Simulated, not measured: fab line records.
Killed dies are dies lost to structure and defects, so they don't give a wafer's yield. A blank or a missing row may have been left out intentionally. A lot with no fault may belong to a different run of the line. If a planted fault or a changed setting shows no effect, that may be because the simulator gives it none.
fab line records + flow nand_harc + part 2 of 2: steps 30 to 37 of 37
record:
- lots: 5
- wafers: 15
- last_day: 24
route steps=1159 shown A_CHANNEL_FILL_D1@494 A_STAIRCASE@519
lots untouched by any fault: they come from a run of this same line in which no faults occurred
start_h: the number of hours between the record's first day and the start of the first shown wafer of the lot + wait_h: hours since the lot's step before + " same as the row above + L1.1+2: a single row standing in for several wafers + - value missing, or start not given + * or withheld: withheld + < > ~ a bound
route shown NAME@n: a module of which the file shows steps, and the number in the route of the first + usual: mean and standard deviation over wafers with no fault + same: alike in all rows + chamber/n: place in a boat + sites: per-site readings + _std_site: standard deviation of those values + _edge_site: the outer-site mean with the inner-site mean subtracted + radius_mm: how far each site lies from the wafer's centre + mask NAME#n: copy n + behind: the most recent tool/chamber to have shaped the wafer + hold: why the lot went on hold/how many hours it stayed there/how the hold came to an end + device: whichever transistor did not switch (one of n, p or np) + end of line: the tests these same wafers got at the end of their route + a step with no rows: only its recipe + killed: at the first sort, the dies lost to defects and structure; wafer yield is something else + map: a wafer's dies, marking killed ones x, the rest . and places with no die _
set.NAME: the setting that was run; set.NAME@STEP: the one run at that earlier step + model.NAME: the simulator's own value behind a step, which no gauge read
certain route steps with their lots: each step a table, each wafer a row
services: the hour from which a tool's chamber was out of use, counted from the record's first day as start_h (under 0 if before that day), plus the number of hours and why
== steps ==
step: NHARC_A_STAIRCASE_EXPOSE_163
recipe:
- na: 0.5
- dose_mj: 20.01
- mask_id: STAIR_OPEN
usual:
- focus_offset_nm: -0.1/0.56
same:
- na: 0.5
| lot.wafer | tool           | chamber | start_h | wait_h | mask         | focus_offset_nm |
|-----------|----------------|---------|---------|--------|--------------|-----------------|
| L086.4    | krf_scanner-02 | 0       | 309.72  | -      | STAIR_OPEN#0 | 0.0             |
| L086.5    | "              | 0       | "       | "      | STAIR_OPEN#0 | 0.2             |
| L086.6    | "              | 0       | "       | "      | STAIR_OPEN#0 | 0.0             |
| L088.1    | krf_scanner-01 | 0       | 315.71  | -      | STAIR_OPEN#0 | -0.2            |
| L088.2    | "              | 0       | "       | "      | STAIR_OPEN#0 | 0.5             |
| L088.4    | "              | 0       | "       | "      | STAIR_OPEN#0 | 0.1             |
| L087.2    | krf_scanner-01 | 0       | 332.01  | -      | STAIR_OPEN#0 | 0.8             |
| L087.3    | "              | 0       | "       | "      | STAIR_OPEN#0 | 0.8             |
| L087.5    | "              | 0       | "       | "      | STAIR_OPEN#0 | 0.7             |
| L096.1    | krf_scanner-02 | 0       | 369.64  | -      | STAIR_OPEN#0 | 0.6             |
| L096.5    | "              | 0       | "       | "      | STAIR_OPEN#0 | 0.3             |
| L096.6    | "              | 0       | "       | "      | STAIR_OPEN#0 | -0.3            |
| L094.1    | krf_scanner-01 | 0       | 373.57  | -      | STAIR_OPEN#0 | -0.3            |
| L094.2    | "              | 0       | "       | "      | STAIR_OPEN#0 | -0.5            |
| L094.5    | "              | 0       | "       | "      | STAIR_OPEN#0 | 0.1             |
step: NHARC_A_STAIRCASE_PEB_164
recipe:
- peb_temp_c: 115
- peb_time_s: 130
| lot.wafer  | tool           | chamber | start_h | wait_h |
|------------|----------------|---------|---------|--------|
| L086.4+5+6 | litho_track-05 | 0       | 309.77  | 0.0    |
| L088.1+2+4 | litho_track-05 | 0       | 315.78  | 0.1    |
| L087.2+3+5 | litho_track-05 | 0       | 332.07  | 0.1    |
| L096.1+5+6 | litho_track-03 | 0       | 369.71  | 0.1    |
| L094.1+2+5 | litho_track-03 | 0       | 373.64  | 0.1    |
step: NHARC_A_STAIRCASE_DEVELOP_165
recipe:
- time_s: 140
| lot.wafer  | tool           | chamber | start_h | wait_h |
|------------|----------------|---------|---------|--------|
| L086.4+5+6 | litho_track-05 | 0       | -       | -      |
| L088.1+2+4 | litho_track-05 | 0       | -       | -      |
| L087.2+3+5 | litho_track-05 | 0       | -       | -      |
| L096.1+5+6 | litho_track-03 | 0       | -       | -      |
| L094.1+2+5 | litho_track-03 | 0       | -       | -      |
step: NHARC_A_STAIRCASE_HARDBAKE_167
recipe:
- temp_c: 120
- time_s: 140
| lot.wafer  | tool           | chamber | start_h | wait_h |
|------------|----------------|---------|---------|--------|
| L086.4+5+6 | litho_track-03 | 0       | 310.00  | -      |
| L088.1+2+4 | litho_track-03 | 0       | 315.99  | -      |
| L087.2+3+5 | litho_track-05 | 0       | 332.29  | -      |
| L096.1+5+6 | litho_track-05 | 0       | 369.93  | -      |
| L094.1+2+5 | litho_track-07 | 0       | 373.86  | -      |
step: NHARC_A_STAIRCASE_DESCUM_168
recipe:
- time_s: 3
- o2_flow_sccm: 200
- ar_flow_sccm: 0
- bias_power_w: 0
- chemistry: O2
usual:
- drypump_motor_current_A: 5.7/0.37
- oes_product_au: 1.002/0.0086
- rf_vpp_V: 57.6/0.9
- showerhead_plenum_p_Torr: 1.89/0.091
- throttle_valve_pct: 11.311/0.0092
| lot.wafer | tool        | chamber | start_h | wait_h | drypump_motor_current_A | oes_product_au | rf_hours_counter_h | rf_vpp_V | showerhead_plenum_p_Torr | throttle_valve_pct |
|-----------|-------------|---------|---------|--------|-------------------------|----------------|--------------------|----------|--------------------------|--------------------|
| L086.4    | rie_diel-01 | 0       | 310.09  | -      | 5.4                     | 1.009          | 64                 | 57.0     | 1.81                     | 11.305             |
| L086.6    | "           | 3       | "       | "      | 5.5                     | 1.000          | -                  | 57.2     | 1.93                     | 11.308             |
| L086.5    | "           | 0       | "       | "      | 5.4                     | 1.008          | -                  | 57.0     | 1.81                     | 11.309             |
| L088.1    | rie_diel-02 | 2       | 316.11  | -      | 5.8                     | 1.003          | 55                 | 56.2     | 1.82                     | 11.330             |
| L088.2    | "           | 3       | "       | "      | 6.3                     | 1.011          | 44                 | 58.3     | 2.02                     | 11.326             |
| L088.4    | "           | 0       | "       | "      | 5.3                     | 1.007          | 54                 | 58.8     | 1.94                     | 11.312             |
| L087.2    | rie_diel-01 | 1       | 332.37  | -      | 5.8                     | 1.004          | 2                  | 56.5     | 1.82                     | 11.330             |
| L087.3    | "           | 3       | "       | "      | 5.5                     | 1.003          | 4                  | 58.2     | 1.92                     | 11.303             |
| L087.5    | "           | 1       | "       | "      | 5.8                     | 1.006          | -                  | 56.7     | 1.82                     | 11.317             |
| L096.1    | rie_diel-02 | 3       | 370.03  | -      | 6.3                     | 0.988          | 11                 | 58.6     | 2.01                     | 11.329             |
| L096.5    | "           | 2       | "       | "      | 5.8                     | 0.989          | -                  | 57.2     | 1.81                     | 11.314             |
| L096.6    | "           | 3       | "       | "      | 6.2                     | 0.990          | -                  | 56.8     | 2.01                     | 11.299             |
| L094.2    | rie_diel-02 | 0       | 373.97  | -      | 5.2                     | 0.990          | 11                 | 58.0     | 1.94                     | 11.303             |
| L094.1    | "           | 1       | "       | "      | 5.4                     | 0.999          | 10                 | 55.8     | 1.78                     | 11.313             |
| L094.5    | "           | 3       | "       | "      | 6.3                     | 0.996          | -                  | 58.4     | 2.01                     | 11.311             |
step: NHARC_A_STAIRCASE_ETCH_169
recipe:
- target_depth_a: 500
- time_s: 107.1
- ion_energy_ev: 120
- ch3f_flow_sccm: 50
- o2_flow_sccm: 30
- ar_flow_sccm: 200
- rf_w: 500
- bias_w: 100
- chemistry: CH3F/O2
usual:
- ch3f_flow_sccm: 49.98/0.15
- drypump_motor_current_A: 5.7/0.37
- oes_product_au: 0.955/0.02
- rf_vpp_V: 244.0/1.7
- showerhead_plenum_p_Torr: 2.43/0.11
- throttle_valve_pct: 20.664/0.0096
| lot.wafer | tool        | chamber | start_h | wait_h | ch3f_flow_sccm | drypump_motor_current_A | oes_product_au | rf_hours_counter_h | rf_vpp_V | showerhead_plenum_p_Torr | throttle_valve_pct |
|-----------|-------------|---------|---------|--------|----------------|-------------------------|----------------|--------------------|----------|--------------------------|--------------------|
| L086.4    | rie_diel-01 | 2       | 310.18  | 0.1    | 50.05          | 6.3                     | 0.932          | 60                 | 245.9    | 2.53                     | 20.661             |
| L086.5    | "           | 0       | "       | "      | 49.95          | 5.4                     | 0.928          | -                  | 241.7    | 2.33                     | 20.657             |
| L086.6    | "           | 1       | "       | "      | 49.92          | 5.8                     | 0.935          | -                  | 242.2    | 2.35                     | 20.667             |
| L088.4    | rie_diel-02 | 1       | 316.24  | 0.1    | 50.20          | 5.4                     | 0.944          | 56                 | 242.2    | 2.30                     | 20.662             |
| L088.2    | "           | 2       | "       | "      | 49.85          | 5.8                     | 0.944          | 55                 | 241.3    | 2.34                     | 20.663             |
| L088.1    | "           | 3       | "       | "      | 49.93          | 6.2                     | 0.963          | 44                 | 245.9    | 2.59                     | 20.664             |
| L087.2    | rie_diel-01 | 0       | 332.52  | 0.1    | 50.08          | 5.4                     | 0.938          | 2                  | 241.4    | 2.33                     | 20.654             |
| L087.3    | "           | 1       | "       | "      | 50.08          | 5.8                     | 0.948          | 3                  | 242.4    | 2.35                     | 20.659             |
| L087.5    | "           | 3       | "       | "      | 50.11          | 5.6                     | 0.948          | -                  | 243.8    | 2.47                     | 20.659             |
| L096.1    | rie_diel-02 | 1       | 370.12  | 0.1    | 50.11          | 5.4                     | 0.950          | 9                  | 241.0    | 2.30                     | 20.656             |
| L096.5    | "           | 1       | "       | "      | 50.10          | 5.4                     | 0.961          | -                  | 242.5    | 2.30                     | 20.663             |
| L096.6    | "           | 2       | "       | "      | 50.06          | 5.8                     | 0.940          | -                  | 243.4    | 2.33                     | 20.679             |
| L094.1    | rie_diel-02 | 3       | 374.04  | 0.1    | 50.16          | 6.3                     | 0.961          | 12                 | 246.4    | 2.58                     | 20.665             |
| L094.2    | "           | 2       | "       | "      | 49.79          | 5.8                     | 0.950          | 11                 | 242.4    | 2.33                     | 20.672             |
| L094.5    | "           | 3       | "       | "      | 49.96          | 6.3                     | 0.966          | -                  | 246.1    | 2.58                     | 20.661             |
step: NHARC_A_STAIRCASE_ETCH_170
recipe:
- target_depth_a: 2000
- time_s: 66.667
- ion_energy_ev: 250
- c4f6_flow_sccm: 25
- o2_flow_sccm: 20
- ar_flow_sccm: 500
- rf_w: 600
- bias_w: 500
- chemistry: C4F6/O2
usual:
- c4f6_flow_sccm: 25.01/0.075
- drypump_motor_current_A: 5.7/0.36
- oes_product_au: 0.972/0.016
- rf_vpp_V: 546/3.5
- showerhead_plenum_p_Torr: 3.87/0.16
- throttle_valve_pct: 26.901/0.0093
| lot.wafer | tool        | chamber | start_h | wait_h | c4f6_flow_sccm | drypump_motor_current_A | oes_product_au | rf_hours_counter_h | rf_vpp_V | showerhead_plenum_p_Torr | throttle_valve_pct |
|-----------|-------------|---------|---------|--------|----------------|-------------------------|----------------|--------------------|----------|--------------------------|--------------------|
| L086.4    | rie_diel-01 | 2       | -       | -      | 25.03          | 6.3                     | 0.941          | 60                 | 550      | 4.03                     | 26.910             |
| L086.5    | "           | 1       | "       | "      | 25.12          | 5.8                     | 0.970          | -                  | 542      | 3.76                     | 26.876             |
| L086.6    | "           | 2       | "       | "      | 24.96          | 6.4                     | 0.942          | -                  | 549      | 4.03                     | 26.917             |
| L088.4    | rie_diel-02 | 2       | -       | -      | 25.07          | 5.9                     | 0.973          | 55                 | 542      | 3.74                     | 26.898             |
| L088.2    | "           | 3       | "       | "      | 24.95          | 6.3                     | 0.992          | 44                 | 551      | 4.12                     | 26.904             |
| L088.1    | "           | 0       | "       | "      | 25.02          | 5.3                     | 0.967          | 54                 | 548      | 3.98                     | 26.914             |
| L087.2    | rie_diel-01 | 1       | -       | -      | 24.91          | 5.8                     | 0.974          | 3                  | 545      | 3.76                     | 26.907             |
| L087.3    | "           | 0       | "       | "      | 25.08          | 5.4                     | 0.978          | 3                  | 541      | 3.73                     | 26.874             |
| L087.5    | "           | 2       | "       | "      | 25.08          | 6.3                     | 0.992          | -                  | 549      | 4.03                     | 26.903             |
| L096.1    | rie_diel-02 | 0       | -       | -      | 25.05          | 5.2                     | 0.960          | 10                 | 547      | 3.97                     | 26.893             |
| L096.5    | "           | 3       | "       | "      | 25.08          | 6.3                     | 0.958          | -                  | 551      | 4.11                     | 26.888             |
| L096.6    | "           | 0       | "       | "      | 24.94          | 5.3                     | 0.961          | -                  | 547      | 3.97                     | 26.899             |
| L094.2    | rie_diel-02 | 1       | -       | -      | 25.12          | 5.4                     | 0.981          | 10                 | 542      | 3.68                     | 26.900             |
| L094.1    | "           | 0       | "       | "      | 25.04          | 5.2                     | 0.964          | 11                 | 548      | 3.97                     | 26.922             |
| L094.5    | "           | 2       | "       | "      | 25.14          | 5.8                     | 0.959          | -                  | 543      | 3.73                     | 26.894             |
step: NHARC_A_STAIRCASE_STRIP_171
recipe:
- power_w: 1500
- temp_c: 250
- chemistry: O2
usual:
- drypump_motor_current_A: 6.1/0.56
- heater_power_w: 331/27
| lot.wafer | tool            | chamber | start_h | wait_h | drypump_motor_current_A | heater_power_w | rf_hours_counter_h |
|-----------|-----------------|---------|---------|--------|-------------------------|----------------|--------------------|
| L086.4    | plasma_asher-01 | 1       | 310.68  | -      | 5.5                     | 370            | -                  |
| L086.6    | "               | 0       | "       | "      | 6.7                     | 299            | -                  |
| L086.5    | "               | 1       | "       | "      | 5.5                     | 373            | -                  |
| L088.2    | plasma_asher-02 | 0       | 316.47  | -      | 6.5                     | 332            | 43                 |
| L088.1    | "               | 1       | "       | "      | 5.6                     | 332            | 43                 |
| L088.4    | "               | 1       | "       | "      | 5.6                     | 330            | -                  |
| L087.2    | plasma_asher-02 | 1       | 333.00  | -      | 5.6                     | 335            | 49                 |
| L087.3    | "               | 1       | "       | "      | 5.6                     | 322            | -                  |
| L087.5    | "               | 1       | "       | "      | 5.6                     | 321            | -                  |
| L096.1    | plasma_asher-01 | 1       | 370.50  | -      | 5.5                     | 374            | 32                 |
| L096.6    | "               | 1       | "       | "      | 5.5                     | 365            | -                  |
| L096.5    | "               | 0       | "       | "      | 6.8                     | 309            | -                  |
| L094.2    | plasma_asher-01 | 0       | 374.50  | -      | 6.7                     | 300            | 35                 |
| L094.1    | "               | 1       | "       | "      | 5.5                     | 382            | 35                 |
| L094.5    | "               | 0       | "       | "      | 6.7                     | 301            | -                  |
== services ==
| tool            | chamber | start_h | hours | kind   |
|-----------------|---------|---------|-------|--------|
| rie_diel-02     | 3       | 242.74  | 16.8  | repair |
| krf_scanner-02  | -       | 243.20  | 0.2   | repair |
| krf_scanner-01  | -       | 256.00  | 4.0   | pm     |
| rie_diel-12     | -       | 262.20  | 0.7   | repair |
| krf_scanner-01  | -       | 267.45  | 1.3   | repair |
| plasma_asher-01 | -       | 276.00  | 9.0   | pm     |
| wet_bench-09    | -       | 288.80  | 8.0   | pm     |
| pecvd-03        | -       | 292.14  | 13.0  | pm     |
| lpcvd_poly-01   | -       | 301.02  | 7.9   | repair |
| rie_si-01       | -       | 304.00  | 9.0   | pm     |
| wet_bench-06    | -       | 305.60  | 8.0   | pm     |
| rie_diel-01     | -       | 314.80  | 9.0   | pm     |
| cmp-02          | -       | 320.51  | 0.8   | repair |
| ald_hk-03       | -       | 325.57  | 10.0  | pm     |
| cmp-02          | -       | 326.50  | 4.0   | pm     |
| rie_diel-02     | -       | 328.15  | 9.0   | pm     |
| wet_bench-06    | -       | 329.67  | 2.6   | repair |
| rie_diel-01     | 2       | 339.55  | 1.5   | repair |
| rie_diel-03     | 3       | 350.89  | 9.4   | repair |
| rie_diel-03     | 2       | 355.52  | 1.6   | repair |
| wet_bench-02    | -       | 356.00  | 8.0   | pm     |
| litho_track-07  | -       | 364.00  | 7.0   | pm     |
| cmp-02          | -       | 365.68  | 2.0   | repair |
| pecvd-03        | -       | 369.29  | 0.4   | repair |
